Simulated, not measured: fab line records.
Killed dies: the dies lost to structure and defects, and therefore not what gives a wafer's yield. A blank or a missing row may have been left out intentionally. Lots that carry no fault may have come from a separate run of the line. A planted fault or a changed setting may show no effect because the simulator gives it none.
Matching of chambers | flow n5-finfet | N5_BEOL_M0_STRIP_104 on rie-diel-03 has 4 sister chambers
The step strips in N2/H2. 18 wafers are shown with their chamber, then 9 later ones without.

WAFERS, EACH WITH ITS CHAMBER
wafer  | chamber | drypump-motor-current-A (A) | showerhead-plenum-p-Torr (Torr) | throttle-valve-pct (%)
L074.1 | 1       | 5.8                         | 2.55                            | 23.4
L074.4 | 0       | 5.3                         | 2.58                            | 23.6
L074.6 | 2       | 6.3                         | 2.51                            | 23.3
L075.2 | 1       | 5.8                         | 2.55                            | 23.3
L075.4 | 0       | 5.3                         | 2.58                            | 23.6
L075.5 | 3       | 5.2                         | 2.56                            | 23.8
L077.1 | 3       | 5.1                         | 2.56                            | 23.8
L077.2 | 1       | 5.8                         | 2.55                            | 23.4
L077.4 | 2       | 6.3                         | 2.51                            | 23.3
L080.2 | 0       | 5.3                         | 2.58                            | 23.6
L080.3 | 2       | 6.3                         | 2.50                            | 23.3
L080.4 | 1       | 5.8                         | 2.54                            | 23.3
L087.1 | 2       | 6.3                         | 2.50                            | 23.3
L087.2 | 3       | 5.2                         | 2.55                            | 23.9
L087.5 | 3       | 5.1                         | 2.55                            | 23.9
L092.2 | 2       | 6.3                         | 2.49                            | 23.3
L092.4 | 0       | 5.3                         | 2.57                            | 23.2
L092.5 | 1       | 5.8                         | 2.53                            | 23.4

SIGNATURES (means of the wafers above)
reading                  | chamber 0 | chamber 1 | chamber 2 | chamber 3 | scatter within a chamber
drypump-motor-current-A  | 5.300     | 5.800     | 6.300     | 5.150     | 0.0267
showerhead-plenum-p-Torr | 2.5775    | 2.5440    | 2.5020    | 2.5550    | 0.00744
throttle-valve-pct       | 23.500    | 23.360    | 23.300    | 23.850    | 0.101
Rule: for a wafer and a chamber, the distance is found by dividing, reading by reading, the gap between the wafer's reading and the chamber's mean by the reading's scatter, squaring, summing and taking the root. If the next closest chamber is less than 2 further off than the closest, the wafer can't be placed; otherwise it belongs to the closest. The scatter: take each reading less its chamber's mean, square it, sum over the shown wafers, divide by the number of wafers less the number of chambers, and take the root.

WAFERS WITH NO CHAMBER GIVEN
wafer  | drypump-motor-current-A (A) | showerhead-plenum-p-Torr (Torr) | throttle-valve-pct (%)
L093.2 | 5.1                         | 2.54                            | 23.9
L093.4 | 5.8                         | 2.53                            | 23.4
L093.6 | 5.8                         | 2.53                            | 23.4
L076.2 | 5.7                         | 2.53                            | 23.4
L076.3 | 5.2                         | 2.54                            | 23.9
L076.5 | 6.3                         | 2.49                            | 23.3
L094.4 | 5.1                         | 2.54                            | 23.9
L094.5 | 5.3                         | 2.57                            | 23.2
L094.6 | 5.8                         | 2.53                            | 23.4

WHICH CHAMBER EACH WENT THROUGH
wafer  | from the rows above | in truth
L093.2 | 3                   | 3
L093.4 | 1                   | 1
L093.6 | 1                   | 1
L076.2 | 1                   | 1
L076.3 | 3                   | 3
L076.5 | 2                   | 2
L094.4 | 3                   | 3
L094.5 | 0                   | 0
L094.6 | 1                   | 1
Correctly placed: 9 of 9. Left unplaced by these rows: 0. Wrongly placed: 0.
